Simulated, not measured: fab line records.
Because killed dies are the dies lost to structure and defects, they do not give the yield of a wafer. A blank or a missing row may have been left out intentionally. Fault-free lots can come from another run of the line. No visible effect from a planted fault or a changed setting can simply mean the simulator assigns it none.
fab line records -- flow nand-harc
record lots=7, wafers=21, last-day=30
route steps=1302 shown A_CHANNEL_FILL_D2@613 END@1302
lots that met no fault: taken from a fault-free run of the same line
start-h: hours from the record's opening day to when the first of the lot's shown wafers began -- wait-h: hours since the lot's step before -- " identical to the entry in the row above -- L1.1+2: a single row standing in for several wafers -- - no value present, or no start provided -- * or withheld: withheld -- < > ~ a bound
route shown NAME@n: a module of which the file shows steps, and the number in the route of the first -- usual: mean and standard deviation over wafers with no fault -- same: alike in all rows -- chamber/n: place in a boat -- sites: each site's reading -- _std_site: the standard deviation of these -- _edge_site: outer sites' mean less inner sites' -- radius-mm: for every site, how far away it sits from the centre of the wafer -- mask NAME#n: copy n -- behind: the last tool/chamber to shape the wafer -- hold: the reason the lot was held/the length of the hold in hours/how it ended -- device: transistor that didn't switch, given as n, p or np -- end of line: at the end of the route, the tests of the same wafers -- a step given without rows: its recipe and nothing more -- killed: dies that structure and defects cost at the first sort, which is not the same as the wafer's yield -- map: dies across one wafer; x = killed, . = not, _ = none there
set.NAME: the run value of the setting; set.NAME@STEP: its run value at that earlier step -- model.NAME: the simulator's own value behind a step, which no gauge read
certain route steps with their lots: each step a table, each wafer a row
services: a tool's chamber out of use, with start hour (start-h, from the record's first day; less than 0 if before it), hours out, and reason
## steps
# step NHARC_A_CHANNEL_FILL_D2_ALD_03
# recipe target-thk-a=60, pulse-time-s=60, ald-cycles=58, temp-c=630, pressure-torr=2, material=SiNx
# usual chamber-pressure-Torr=1.999/0.0045, precursor-pulse-height-rel=0.997/0.019
lot.wafer,tool,chamber,start-h,wait-h,chamber-pressure-Torr,precursor-pulse-height-rel
L895.1,ald-sin-batch-03,0,-,-,2.001,0.984
L895.3,ald-sin-batch-03,0,-,-,2.000,0.981
L895.4,ald-sin-batch-03,0,-,-,1.999,0.995
L898.1,ald-sin-batch-03,0,-,-,1.996,1.022
L898.4,ald-sin-batch-03,0,-,-,2.002,0.988
L898.5,ald-sin-batch-03,0,-,-,2.001,1.002
L905.3,ald-sin-batch-01,0,-,-,2.003,1.004
L905.4,ald-sin-batch-01,0,-,-,2.000,0.984
L905.5,ald-sin-batch-01,0,-,-,1.996,0.990
L907.1,ald-sin-batch-01,0,-,-,1.999,0.979
L907.2,ald-sin-batch-01,0,-,-,1.998,0.979
L907.6,ald-sin-batch-01,0,-,-,2.004,0.955
L909.1,ald-sin-batch-01,0,-,-,2.003,1.007
L909.2,ald-sin-batch-01,0,-,-,2.000,0.970
L909.3,ald-sin-batch-01,0,-,-,2.006,1.004
L908.2,ald-sin-batch-01,0,-,-,1.995,0.986
L908.5,ald-sin-batch-01,0,-,-,1.993,1.039
L908.6,ald-sin-batch-01,0,-,-,1.998,1.000
L910.2,ald-sin-batch-03,0,-,-,1.999,0.998
L910.4,ald-sin-batch-03,0,-,-,1.997,0.964
L910.5,ald-sin-batch-03,0,-,-,1.990,1.025
# step NHARC_A_CHANNEL_FILL_D2_ALD_14
# recipe target-thk-a=25, pulse-time-s=10, ald-cycles=25, temp-c=300, material=SiO2
# usual heater-power-outer-w=264/27, heater-power-w=472/44, precursor-pulse-height-rel=0.998/0.02
lot.wafer,tool,chamber,start-h,wait-h,heater-power-outer-w,heater-power-w,precursor-pulse-height-rel
L895.1,ald-hk-02,0,316.53,0.0,249,419,1.031
L895.3,ald-hk-02,2,316.53,0.0,230,405,1.026
L895.4,ald-hk-02,3,316.53,0.0,275,497,1.001
L898.1,ald-hk-03,0,339.99,0.1,259,477,0.991
L898.4,ald-hk-03,1,339.99,0.1,222,425,1.027
L898.5,ald-hk-03,3,339.99,0.1,304,538,1.007
L905.4,ald-hk-01,0,425.61,0.2,310,506,1.005
L905.3,ald-hk-01,2,425.61,0.2,239,463,1.008
L905.5,ald-hk-01,0,425.61,0.2,304,523,0.989
L907.2,ald-hk-03,0,457.20,0.0,267,484,0.984
L907.1,ald-hk-03,2,457.20,0.0,244,413,0.996
L907.6,ald-hk-03,1,457.20,0.0,213,395,0.952
L909.1,ald-hk-01,0,457.25,0.1,301,493,1.005
L909.2,ald-hk-01,1,457.25,0.1,251,487,1.025
L909.3,ald-hk-01,2,457.25,0.1,238,466,1.009
L908.2,ald-hk-01,0,461.65,0.2,309,505,0.976
L908.5,ald-hk-01,2,461.65,0.2,243,469,1.023
L908.6,ald-hk-01,3,461.65,0.2,289,527,1.014
L910.2,ald-hk-03,3,470.25,0.1,324,561,0.980
L910.4,ald-hk-03,1,470.25,0.1,213,394,0.975
L910.5,ald-hk-03,3,470.25,0.1,320,579,1.004
# step NHARC_A_CHANNEL_FILL_D2_ALD_15
# recipe target-thk-a=20, pulse-time-s=60, ald-cycles=19, temp-c=630, pressure-torr=2, material=SiNx
# usual chamber-pressure-Torr=2.000/0.0043, precursor-pulse-height-rel=1.000/0.02
lot.wafer,tool,chamber,start-h,wait-h,chamber-pressure-Torr,precursor-pulse-height-rel
L895.1,ald-sin-batch-02,0,-,-,1.998,1.016
L895.3,ald-sin-batch-02,0,-,-,2.002,0.999
L895.4,ald-sin-batch-02,0,-,-,1.997,0.992
L898.1,ald-sin-batch-02,0,-,-,1.999,0.986
L898.4,ald-sin-batch-02,0,-,-,1.999,1.003
L898.5,ald-sin-batch-02,0,-,-,1.997,1.020
L905.3,ald-sin-batch-03,0,429.25,3.2,1.999,1.010
L905.4,ald-sin-batch-03,0,429.25,3.2,1.998,0.938
L905.5,ald-sin-batch-03,0,429.25,3.2,1.997,0.990
L907.1,ald-sin-batch-03,0,-,-,1.995,1.033
L907.2,ald-sin-batch-03,0,-,-,1.994,1.011
L907.6,ald-sin-batch-03,0,-,-,2.001,1.030
L909.1,ald-sin-batch-03,0,-,-,1.995,0.970
L909.2,ald-sin-batch-03,0,-,-,2.003,0.972
L909.3,ald-sin-batch-03,0,-,-,2.005,0.980
L908.2,ald-sin-batch-01,0,464.84,3.1,2.004,1.022
L908.5,ald-sin-batch-01,0,464.84,3.1,1.995,1.028
L908.6,ald-sin-batch-01,0,464.84,3.1,1.993,1.021
L910.2,ald-sin-batch-02,0,-,-,2.003,1.013
L910.4,ald-sin-batch-02,0,-,-,2.002,1.015
L910.5,ald-sin-batch-02,0,-,-,2.008,0.971
# step NHARC_A_CHANNEL_FILL_D2_ALD_16
# recipe target-thk-a=15, pulse-time-s=10, ald-cycles=15, temp-c=300, material=SiO2
# usual heater-power-outer-w=258/26, heater-power-w=464/46, precursor-pulse-height-rel=1.001/0.021
lot.wafer,tool,chamber,start-h,wait-h,heater-power-outer-w,heater-power-w,precursor-pulse-height-rel
L895.3,ald-hk-03,0,323.36,1.7,268,499,1.006
L895.4,ald-hk-03,1,323.36,1.7,227,429,0.990
L895.1,ald-hk-03,3,323.36,1.7,308,547,0.974
L898.4,ald-hk-02,1,345.10,0.0,273,474,0.993
L898.1,ald-hk-02,0,345.10,0.0,256,419,0.986
L898.5,ald-hk-02,1,345.10,0.0,280,486,1.029
L905.3,ald-hk-02,2,431.27,0.0,226,389,0.982
L905.4,ald-hk-02,3,431.27,0.0,255,480,1.031
L905.5,ald-hk-02,2,431.27,0.0,229,413,0.990
L909.3,ald-hk-01,1,462.43,0.1,251,481,1.001
L909.1,ald-hk-01,2,462.43,0.1,247,455,0.970
L909.2,ald-hk-01,3,462.43,0.1,303,532,1.015
L907.1,ald-hk-02,2,462.48,0.1,224,398,0.986
L907.2,ald-hk-02,0,462.48,0.1,262,447,1.008
L907.6,ald-hk-02,2,462.48,0.1,226,410,0.976
L908.2,ald-hk-03,1,466.94,0.1,213,400,1.036
L908.5,ald-hk-03,3,466.94,0.1,319,576,1.007
L908.6,ald-hk-03,0,466.94,0.1,265,479,1.022
L910.2,ald-hk-02,0,475.50,0.1,261,433,1.008
L910.4,ald-hk-02,2,475.50,0.1,232,394,0.989
L910.5,ald-hk-02,3,475.50,0.1,259,475,1.002
# step NHARC_A_CHANNEL_FILL_D2_ANNEAL_17
# recipe temp-c=850, time-s=1800
# step NHARC_A_CHANNEL_FILL_D2_CVD_18
# recipe target-thk-a=30, temp-c=550, material=poly-Si
# step NHARC_A_CHANNEL_FILL_D2_ETCHBACK_19
# recipe target-depth-a=50, time-s=1.7, hbr-flow-sccm=150, cl2-flow-sccm=50, rf-w=400, icp-w=400, bias-w=100, chemistry=HBr/Cl2
# usual drypump-motor-current-A=5.7/0.34, oes-product-au=1.004/0.013, throttle-valve-pct=26.406/0.0088
lot.wafer,tool,chamber,start-h,wait-h,drypump-motor-current-A,oes-product-au,rf-hours-counter-h,throttle-valve-pct
L895.3,rie-si-06,0,335.13,0.4,5.9,0.983,0.40,26.411
L895.4,rie-si-06,2,335.13,0.4,5.3,0.990,0.52,26.410
L895.1,rie-si-06,3,335.13,0.4,5.4,1.009,0.50,26.407
L898.1,rie-si-06,3,357.00,0.4,5.5,1.025,0.67,26.404
L898.5,rie-si-06,0,357.00,0.4,5.9,0.984,-,26.404
L898.4,rie-si-06,3,357.00,0.4,5.5,1.020,-,26.415
L905.3,rie-si-04,0,443.13,0.4,4.9,0.999,0.47,26.406
L905.4,rie-si-04,3,443.13,0.4,5.7,1.011,0.57,26.397
L905.5,rie-si-04,1,443.13,0.4,5.3,1.000,-,26.419
L909.2,rie-si-04,0,474.34,0.4,4.9,0.998,0.64,26.391
L909.1,rie-si-04,2,474.34,0.4,6.5,1.023,0.97,26.434
L909.3,rie-si-04,3,474.34,0.4,5.7,1.001,0.72,26.395
L907.1,rie-si-06,0,474.35,0.4,5.9,0.999,0.23,26.421
L907.2,rie-si-06,1,474.35,0.4,6.2,1.001,0.27,26.422
L907.6,rie-si-06,3,474.35,0.4,5.5,0.990,-,26.397
L908.2,rie-si-03,1,478.64,0.4,5.7,1.012,0.36,26.390
L908.6,rie-si-03,1,478.64,0.4,5.7,1.013,-,26.398
L908.5,rie-si-03,2,478.64,0.4,5.7,1.005,-,26.391
L910.4,rie-si-03,0,487.59,0.4,5.5,1.034,0.35,26.403
L910.2,rie-si-03,1,487.59,0.4,5.7,1.005,0.44,26.411
L910.5,rie-si-03,3,487.59,0.4,5.9,0.999,-,26.406
# step NHARC_A_CHANNEL_FILL_D2_ETCHBACK_20
# recipe target-depth-a=270, time-s=13.5, c4f8-flow-sccm=withheld, o2-flow-sccm=8, ar-flow-sccm=withheld, rf-w=600, bias-w=1500, chemistry=C4F8/O2/Ar
# step NHARC_A_CHANNEL_FILL_D2_STRIP_28
# recipe time-s=20, o2-flow-sccm=500, ar-flow-sccm=0, bias-w=0, chemistry=O2
# step NHARC_A_CHANNEL_FILL_D2_PRECLEAN_21
# recipe time-s=30, chemistry=dHF
# step NHARC_A_CHANNEL_FILL_D2_SRD_23
# step NHARC_A_CHANNEL_FILL_D2_CVD_05
# recipe target-thk-a=50, temp-c=550, material=poly-Si
# step NHARC_A_CHANNEL_FILL_D2_ANNEAL_22
# recipe temp-c=620, time-s=7200
# usual spike-tc-bottom-C=643.2/2, spike-tc-centre-C=620.1/1.1, spike-tc-lower-C=619.3/1.2, spike-tc-top-C=637/3.1, spike-tc-upper-C=620.2/1.4, tube-center-temp-C=620/0.06, tube_center_temp_C_max=621.60/0.26, zone-power-lower-pct=9.2/0.9, zone-power-top-pct=18.99/0.29
lot.wafer,tool,chamber,start-h,wait-h,spike-tc-bottom-C,spike-tc-centre-C,spike-tc-lower-C,spike-tc-top-C,spike-tc-upper-C,tube-center-temp-C,tube_center_temp_C_max,zone-power-lower-pct,zone-power-top-pct
L895.1,furnace-03,0,344.01,4.3,642.0,620.2,619.9,638,621.3,620.07,621.93,8.5,18.67
L895.3,furnace-03,0,344.01,4.3,641.9,621.3,620.7,637,622.3,619.96,621.35,8.6,18.45
L895.4,furnace-03,0,344.01,4.3,642.4,621.3,619.2,636,620.0,620.02,621.50,8.4,18.93
L898.1,furnace-03,0,365.74,4.1,643.3,619.3,617.2,638,619.6,620.09,621.88,8.4,19.02
L898.4,furnace-03,0,365.74,4.1,642.5,621.7,617.6,636,620.3,620.06,621.51,8.4,18.87
L898.5,furnace-03,0,365.74,4.1,642.3,619.5,619.6,638,621.8,619.94,621.67,8.5,18.16
L905.3,furnace-06,0,451.12,3.5,646.7,621.2,619.2,635,620.3,620.02,621.10,10.3,19.69
L905.4,furnace-06,0,451.12,3.5,645.7,619.9,618.4,633,620.4,620.05,621.60,10.3,19.46
L905.5,furnace-06,0,451.12,3.5,646.6,619.1,619.0,635,621.6,620.03,621.71,10.4,19.50
L907.1,furnace-03,0,482.40,3.4,630.6,606.3,603.6,623,604.2,605.5,607.06,8.3,18.45
L907.2,furnace-03,0,482.40,3.4,629.9,605.2,604.8,621,605.1,605.5,606.76,8.1,17.82
L907.6,furnace-03,0,482.40,3.4,628.9,606.1,604.7,624,605.2,605.34,606.63,8.4,18.15
L909.1,furnace-03,0,482.40,3.4,629.0,605.8,605.1,623,606.5,605.46,606.82,8.2,18.39
L909.2,furnace-03,0,482.40,3.4,628.5,605.4,604.5,623,602.3,605.5,606.95,8.2,18.37
L909.3,furnace-03,0,482.40,3.4,629.2,604.9,604.3,623,604.3,605.51,607.06,8.2,18.15
L908.2,furnace-03,0,487.15,3.9,629.3,605.3,604.6,621,603.2,605.35,607.12,8.1,18.44
L908.5,furnace-03,0,487.15,3.9,628.4,605.9,604.6,623,604.2,605.49,607.11,8.2,17.94
L908.6,furnace-03,0,487.15,3.9,627.8,608.2,604.1,624,604.9,605.43,606.88,8.2,17.84
L910.2,furnace-06,0,497.53,5.5,644.9,618.7,619.3,636,621.7,619.96,621.42,10.7,19.01
L910.4,furnace-06,0,497.53,5.5,644.5,619.2,618.7,633,621.4,620.01,621.75,10.4,19.07
L910.5,furnace-06,0,497.53,5.5,645.9,618.9,619.2,633,621.9,620,621.72,10.2,19.72
# step NHARC_END_SORT_01
# recipe temp-c=25
# usual killed-at-array=59/21, killed-at-other=0.8/1.1, killed-at-periphery=4.1/2.8, killed-dies=64/20, killed-open=3.1/1.7, killed-short=2.4/1.6
# same gross-dies=677
lot.wafer,tool,chamber,start-h,wait-h,killed-at-array,killed-at-other,killed-at-periphery,killed-dies,killed-open,killed-short
L895.1,prober-01,0,561.40,2.5,63,0,6,69,5,1
L895.3,prober-01,0,562.99,3.1,81,0,3,84,4,3
L895.4,prober-01,0,563.78,3.4,65,0,3,68,4,2
L898.1,prober-02,0,594.51,2.5,92,1,1,94,0,4
L898.4,prober-02,0,596.95,3.4,95,1,2,98,6,2
L898.5,prober-02,0,597.76,3.7,87,2,4,93,5,5
L905.3,prober-01,0,682.63,3.1,46,0,5,51,6,5
L905.4,prober-01,0,683.42,3.4,40,1,2,43,3,2
L905.5,prober-01,0,684.21,3.7,40,0,3,43,4,1
L907.1,prober-02,0,711.75,2.5,59,0,6,65,7,4
L907.2,prober-02,0,712.55,2.8,39,0,7,46,1,4
L907.6,prober-02,0,715.75,4.0,53,0,5,58,2,1
# killed by level:class
L895.1 A_CHANNEL_HOLE_D1:chamber-film-flake=24 A_SLIT:chamber-film-flake=21 A_CHANNEL_HOLE_D2:chamber-film-flake=5 A_STAIRCASE:chamber-film-flake=4 P_GATE:chamber-film-flake=2 P_BONDPAD:chamber-film-flake=2 A_CONTACT:chamber-film-flake=2 P_CONTACT:geometric-particle:open=1
L895.3 A_CHANNEL_HOLE_D1:chamber-film-flake=36 A_SLIT:chamber-film-flake=25 A_CHANNEL_HOLE_D2:chamber-film-flake=7 A_STAIRCASE:chamber-film-flake=4 A_WL_FILL:chamber-film-flake=3 P_GATE:geometric-particle:open=1 P_M0:geometric-particle:short=1 A_ONON_D1:geometric-particle:short=1
L895.4 A_CHANNEL_HOLE_D1:chamber-film-flake=32 A_SLIT:chamber-film-flake=17 A_CHANNEL_HOLE_D2:chamber-film-flake=5 P_CONTACT:geometric-particle:open=2 A_STAIRCASE:chamber-film-flake=2 A_WL_FILL:chamber-film-flake=2 A_CONTACT:chamber-film-flake=2 P_M0:geometric-particle:open=1
L898.1 A_CHANNEL_HOLE_D1:chamber-film-flake=32 A_CHANNEL_HOLE_D2:chamber-film-flake=29 A_SLIT:chamber-film-flake=24 A_CONTACT:chamber-film-flake=3 P_GATE:geometric-particle:short=1 A_ONON_D1:geometric-particle:short=1 A_CHANNEL_FILL_D2:geometric-particle:short=1 A_WL_FILL:geometric-particle:short=1
L898.4 A_CHANNEL_HOLE_D1:chamber-film-flake=37 A_SLIT:chamber-film-flake=24 A_CHANNEL_HOLE_D2:chamber-film-flake=20 A_CONTACT:chamber-film-flake=4 P_M0:geometric-particle:open=2 A_STAIRCASE:chamber-film-flake=2 A_ONON_D1:geometric-particle:open=1 A_ONON_D1:geometric-particle:short=1
L898.5 A_CHANNEL_HOLE_D2:chamber-film-flake=31 A_SLIT:chamber-film-flake=27 A_CHANNEL_HOLE_D1:chamber-film-flake=19 A_STAIRCASE:chamber-film-flake=3 THIN_TSV:chamber-film-flake=2 P_STI:geometric-particle:short=1 P_CONTACT:geometric-particle:open=1 P_M0:geometric-particle:short=1
L905.3 A_CHANNEL_HOLE_D1:chamber-film-flake=30 A_CHANNEL_HOLE_D2:chamber-film-flake=6 A_ONON_D2:geometric-particle:open=2 P_ZERO_WELL:chamber-film-flake=2 P_CONTACT:geometric-particle:open=1 P_M0:geometric-particle:open=1 A_SOURCE_PLATE:geometric-particle:short=1 A_ONON_D1:geometric-particle:short=1
L905.4 A_CHANNEL_HOLE_D1:chamber-film-flake=27 A_CHANNEL_HOLE_D2:chamber-film-flake=5 A_CONTACT:chamber-film-flake=3 P_ZERO_WELL:chamber-film-flake=2 A_ONON_D1:geometric-particle:open=1 A_DECK1_JOINT:geometric-particle:short=1 A_ONON_D2:geometric-particle:open=1 A_BLC:geometric-particle:open=1
L905.5 A_CHANNEL_HOLE_D1:chamber-film-flake=25 A_CHANNEL_HOLE_D2:chamber-film-flake=6 P_M2:chamber-film-flake=2 A_DECK1_JOINT:chamber-film-flake=2 P_M0:geometric-particle:open=1 A_DECK1_JOINT:geometric-particle:open=1 A_CHANNEL_FILL_D2:geometric-particle:short=1 A_WL_FILL:geometric-particle:open=1
L907.1 A_CHANNEL_HOLE_D2:chamber-film-flake=30 A_CHANNEL_HOLE_D1:chamber-film-flake=8 A_SLIT:chamber-film-flake=4 A_STAIRCASE:chamber-film-flake=3 A_CONTACT:chamber-film-flake=3 P_CONTACT:geometric-particle:open=2 P_CONTACT:chamber-film-flake=2 A_M1:chamber-film-flake=2
L907.2 A_CHANNEL_HOLE_D2:chamber-film-flake=14 A_CHANNEL_HOLE_D1:chamber-film-flake=8 A_SLIT:chamber-film-flake=6 P_GATE:chamber-film-flake=3 A_CONTACT:chamber-film-flake=3 A_CHANNEL_FILL_D1:geometric-particle:short=2 P_CONTACT:chamber-film-flake=2 P_M0:geometric-particle:short=1
L907.6 A_CHANNEL_HOLE_D2:chamber-film-flake=23 A_CHANNEL_HOLE_D1:chamber-film-flake=11 A_CONTACT:chamber-film-flake=6 A_CHANNEL_FILL_D1:chamber-film-flake=5 P_GATE:chamber-film-flake=3 A_SLIT:chamber-film-flake=3 P_M0:geometric-particle:open=1 A_ONON_D1:geometric-particle:open=1
## services
tool,chamber,start-h,hours,kind
ald-hk-01,-,296.45,10.0,pm
furnace-03,-,307.34,26.0,pm
rie-si-03,1,317.54,4.6,repair
ald-sin-batch-01,-,323.61,10.6,repair
rie-si-04,1,336.07,1.9,repair
rie-si-04,-,342.35,9.0,pm
rie-si-06,1,345.52,16.1,repair
ald-hk-02,-,348.27,10.0,pm
ald-hk-02,0,348.27,10.0,vent-cycle
ald-hk-02,1,348.27,10.0,vent-cycle
ald-hk-02,2,348.27,10.0,vent-cycle
ald-hk-02,3,348.27,10.0,vent-cycle
ald-hk-02,0,358.27,-,clean
ald-hk-03,-,390.00,10.0,pm
rie-si-06,3,394.12,4.6,repair
rie-si-03,-,398.00,9.0,pm
ald-sin-batch-02,-,400.22,12.8,repair
rie-si-06,-,420.27,0.2,repair
rie-si-06,-,426.00,9.0,pm
ald-sin-batch-02,-,444.62,1.3,repair
ald-sin-batch-02,-,451.65,17.8,repair
rie-si-04,2,459.69,3.5,repair
rie-si-04,1,473.95,7.3,repair
ald-hk-01,-,474.45,10.0,pm
## key
first-sign step=NHARC_A_CHANNEL_FILL_D2_ANNEAL_22, reading=tube-center-temp-C, direction=down, sigmas=99+, usual=*, struck=*
effect step=NHARC_A_CHANNEL_FILL_D2_ANNEAL_22, reading=tube_center_temp_C_max, direction=down, sigmas=56, usual=*, struck=*
met-at NHARC_A_CHANNEL_FILL_D2_ANNEAL_22
struck-wafers L907.1,L907.2,L907.6,L908.2,L908.5,L908.6,L909.1,L909.2,L909.3
tester-left-out L907,L908,L909
fault kind=process-parameter-drift, tool=furnace-03, chamber=-, onset-h=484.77, steps=NHARC_A_CHANNEL_FILL_D2_ANNEAL_22, channel=temp-c, offset=*, shape=step, end-h=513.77, acts-in=*, stated=*
# tester-left-out: of these lots the tester's yield and bins aren't shown, on N5 and GAA mostly nor the transistor test; their killed dies are dies lost to structure and defects alone, not to doping, threshold or leakage, so they don't give the yield
